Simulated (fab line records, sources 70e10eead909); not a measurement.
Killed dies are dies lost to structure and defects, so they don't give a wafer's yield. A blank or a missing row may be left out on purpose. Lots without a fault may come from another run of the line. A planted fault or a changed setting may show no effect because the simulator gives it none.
Problem report in the 8D (eight disciplines) form, filled by code | flow nand_harc | the parts of the form that need people (team, actions taken, sign-off) are left out

1. THE PROBLEM
killed_at_periphery at NHARC_END_SORT_01 reads a mean of 47.3 on 6 wafers of 2 lots; wafers without a fault read 3.8 with a standard deviation of 2.6. That is +17 standard deviations from the usual mean.
First seen on wafer L972.2, day 31 21:56, on prober-01. The record holds 18 wafers of 7 lots with a number at this step. Rule for "out", or "out of limits": more than 4 standard deviations from the usual mean. The other wafers with a number count as sound.

2. WHAT IT IS AND WHAT IT IS NOT
question                    | is                     | is not
which readings at this step | killed_at_periphery    | killed_at_array, killed_at_other, killed_open, killed_short, sort_bin_4_pct
which lots                  | L972, L973             | L957, L960, L961, L963, L964
which wafers of those lots  | all that have a number | -
read on which gauges        | prober-01, prober-02   | -
when                        | from day 31 21:56      | up to then (12 sound wafers)

3. SUSPECTS, AND WHAT RULES EACH OUT
Counting: a tool at a process step up to the reading stays a suspect if it ran every lot that is out and no sound lot after the first of them.
- the gauge at NHARC_END_SORT_01: ruled out. The wafers that are out were read on 2 gauges (prober-01, prober-02).
- rie_diel-13 at NHARC_P_M0_STRIP_18 (strips in N2/H2): kept. It ran every lot that is out, first L972 (day 13 20:50), and no sound lot after that; its last sound lot up to then is L964 (day 10 21:29).
Left after counting: rie_diel-13 at NHARC_P_M0_STRIP_18.

4. THE CAUSE (what the simulator had put in)
Chamber particle source: rie_diel-13, from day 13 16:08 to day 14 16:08, at NHARC_P_M0_STRIP_18. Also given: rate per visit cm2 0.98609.
Counting left only this tool.

5. THE CHAIN OF EFFECTS, in route order
Each row: a reading whose mean over the struck wafers that have a number lies more than 3 standard deviations from the usual. Only readings for which the record gives a usual standard deviation are gone through. hours: the time from each lot's start at the first step in this table that gives one to its start at this step, as a median over the lots. sigmas: the change in usual standard deviations.
hours | step              | reading             | usual | on struck wafers | change | sigmas
0     | NHARC_END_SORT_01 | killed_at_periphery | 3.8   | 47.3             | +43.5  | +17
0     | NHARC_END_SORT_01 | sort_bin_3_pct      | 0.7 % | 3.1              | +2.4   | +6.1
0     | NHARC_END_SORT_01 | sort_rim_yield_pct  | 89 %  | 67               | -22    | -3.7

6. WHAT WOULD HAVE CAUGHT IT SOONER
In this record the first reading out of limits at a measuring or inspecting step was taken at day 31 21:56, 438 hours after the fault began at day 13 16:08.
Of the tool readings at NHARC_P_M0_STRIP_18 for which the record gives a usual standard deviation, none was out on any struck wafer, so an alarm limit of 4 standard deviations on them would not have fired.
All the lots that are out (2) had begun NHARC_P_M0_STRIP_18 on rie_diel-13 by day 31 21:56. A hold on the tool at that time would have spared none of them.
